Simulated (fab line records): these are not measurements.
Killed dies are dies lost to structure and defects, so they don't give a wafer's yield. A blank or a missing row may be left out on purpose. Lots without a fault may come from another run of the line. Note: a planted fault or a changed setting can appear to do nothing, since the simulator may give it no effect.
Which tool is to blame?	flow n5 finfet	Sampling: 13 lots, 38 wafers, 4 of 1938 route steps

WHAT EACH GAUGE READ, for each wafer
N5_SD_EPI_P_INSPECT_26: inspects for defects (darkfield). Usual: raw defect count at 165, with a standard deviation of 37.
lot	measured	on	raw defect count	flag
L742	day 3 10:45	defect inspect-01	163 119 186	
L743	day 3 15:19	defect inspect-01	164 139 151	
L744	day 4 01:26	defect inspect-02	122 121 112	
L745	day 4 02:20	defect inspect-02	186 247 190	
L746	day 4 10:17	defect inspect-01	95 190 126	
L747	day 4 14:43	defect inspect-01	210 133	
L748	day 4 19:53	defect inspect-02	134 154 190	
L749	day 5 04:31	defect inspect-02	148 155 176	
L752	day 6 00:21	defect inspect-01	157 141 158	
L754	day 6 13:59	defect inspect-01	134 120 144	
L755	day 6 17:27	defect inspect-01	185 162 157	
L756	day 6 20:32	defect inspect-02	209 227 195	
L765	day 9 02:49	defect inspect-01	191 172 260	

N5_ILD0_INSPECT_06: inspects for defects (darkfield). Usual: raw defect count at 35, with a standard deviation of 14.
lot	measured	on	raw defect count	flag
L742	day 3 18:08	defect inspect-02	19 33 25	
L743	day 3 22:20	defect inspect-01	50 50 12	
L744	day 4 08:33	defect inspect-02	26 29 24	
L745	day 4 09:26	defect inspect-02	31 34 55	
L746	day 4 17:33	defect inspect-01	24 55 53	
L747	day 4 21:53	defect inspect-02	44 55	
L748	day 5 03:04	defect inspect-02	20 66 33	
L749	day 5 11:34	defect inspect-02	27 29 37	
L752	day 6 07:58	defect inspect-02	49 30 33	
L754	day 6 21:00	defect inspect-01	47 61 38	
L755	day 7 00:29	defect inspect-02	31 24 36	
L756	day 7 03:43	defect inspect-02	25 23 26	
L765	day 9 10:24	defect inspect-02	18 19 21	

TOOL THAT RAN EACH LOT (tool first, then ch and the chambers of the sampled wafers, then the start)
lot	N5_SD_ACTIVATION_LSA_01	N5_ILD0_CMP_03
L742	laser anneal-01 ch 0, day 3 11:02	cmp-01 ch 0,2,3, day 3 14:21
L743	laser anneal-02 ch 0, day 3 15:34	cmp-04 ch 1,2,3, day 3 18:33
L744	laser anneal-01 ch 0, day 4 01:41	cmp-04 ch 1,2,3, day 4 04:40
L745	laser anneal-02 ch 0, day 4 02:38	cmp-01 ch 1,3, day 4 05:37
L746	laser anneal-01 ch 0, day 4 10:31	cmp-03 ch 1,3, day 4 13:41
L747	laser anneal-02 ch 0, day 4 15:02	cmp-04 ch 1, day 4 18:03
L748	laser anneal-01 ch 0, day 4 20:10	cmp-04 ch 0,1, day 4 23:13
L749	laser anneal-02 ch 0, day 5 04:49	cmp-03 ch 0,1,3, day 5 07:43
L752	laser anneal-01 ch 0, day 6 00:37	cmp-04 ch 0,2,3, day 6 04:02
L754	laser anneal-01 ch 0, day 6 14:13	cmp-03 ch 1,3, day 6 17:08
L755	laser anneal-02 ch 0, day 6 17:41	cmp-04 ch 1,2,3, day 6 20:40
L756	laser anneal-01 ch 0, day 6 20:56	cmp-01 ch 1,2,3, day 6 23:53
L765	laser anneal-02 ch 0, day 9 03:11	cmp-03 ch 1,3, day 9 06:31
- N5_SD_ACTIVATION_LSA_01: time 0.0008 s.
- N5_ILD0_CMP_03: polishes, stops on SiNx, t overpolish 1.9 s, target thk 197.38 nm.

AS READ BY THE TOOLS THEMSELVES (means over the sampled wafers that have a number; for cases with no such wafer, the mark the record gives instead)
N5_SD_ACTIVATION_LSA_01. Usual: wafer_temp_C_max at 1085.6, with a standard deviation of 1.3.
lot	tool	wafer_temp_C_max	flag
L742	laser anneal-01	1085.4	
L743	laser anneal-02	1085.3	
L744	laser anneal-01	1085.3	
L745	laser anneal-02	1085.0	
L746	laser anneal-01	1087.0	
L747	laser anneal-02	1084.4	
L748	laser anneal-01	1087.5	
L749	laser anneal-02	1084.3	
L752	laser anneal-01	1085.6	
L754	laser anneal-01	1133.0	OFF
L755	laser anneal-02	1084.4	
L756	laser anneal-01	1132.6	OFF
L765	laser anneal-02	1083.5	

N5_ILD0_CMP_03. Usual: motor current A 12.6 A, standard deviation 1.1; overpolish run s 1.899 s, standard deviation 0.0093; time to endpoint s 72 s, standard deviation 5.6.
lot	tool	motor current A (A)	overpolish run s (s)	time to endpoint s (s)	flag
L742	cmp-01	11.9	1.904	69	
L743	cmp-04	12.7	1.901	74	
L744	cmp-04	12.5	1.895	75	
L745	cmp-01	13.3	1.903	70	
L746	cmp-03	13.0	1.899	72	
L747	cmp-04	13.2	1.899	83	
L748	cmp-04	12.7	1.902	79	
L749	cmp-03	13.4	1.909	72	
L752	cmp-04	12.5	1.907	71	
L754	cmp-03	12.6	1.900	72	
L755	cmp-04	12.8	1.895	69	
L756	cmp-01	12.6	1.893	73	
L765	cmp-03	13.6	1.890	74	

THE ANSWER, worked out from the rows above alone
Rule: lot off if the mean of its wafers having a number is beyond 3 standard deviations from the usual mean. A lot without any number at a reading at which 4 lots or more have one is off too. Any other lot the step has rows for is counted as sound. Order of review: gauges by route order, followed by the tools' own readings, for which a lot's mean as printed above is used. The first step at which some lot is off is used, and at that step the reading that is off furthest; a lot without a number counts as furthest.
Off: L754, L756, at N5_SD_ACTIVATION_LSA_01 (wafer_temp_C_max).
If a tool, at that step or one of the process steps before it, ran each lot that is off and ran no sound lot following the first of them, it fits. One candidate fits, namely laser anneal-01 at N5_SD_ACTIVATION_LSA_01. Its last sound lot is L752 (day 6 00:37), its first lot that is off L754 (day 6 14:13): a fault that began between those two fits.
On the lots that are off, the tool's own readings at N5_SD_ACTIVATION_LSA_01 differ by more than 5 times the standard deviation of the sound lots' means, which bears it out; wafer_temp_C_max reads 1132.8 there versus 1085.2 on the sound lots.

WHAT THE SIMULATOR HAD PUT IN
Process parameters drifting: laser anneal-01 at N5_SD_ACTIVATION_LSA_01, beginning at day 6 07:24. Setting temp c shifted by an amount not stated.
Shown lots that were struck: L754, L756. This agrees with what the rule above found.
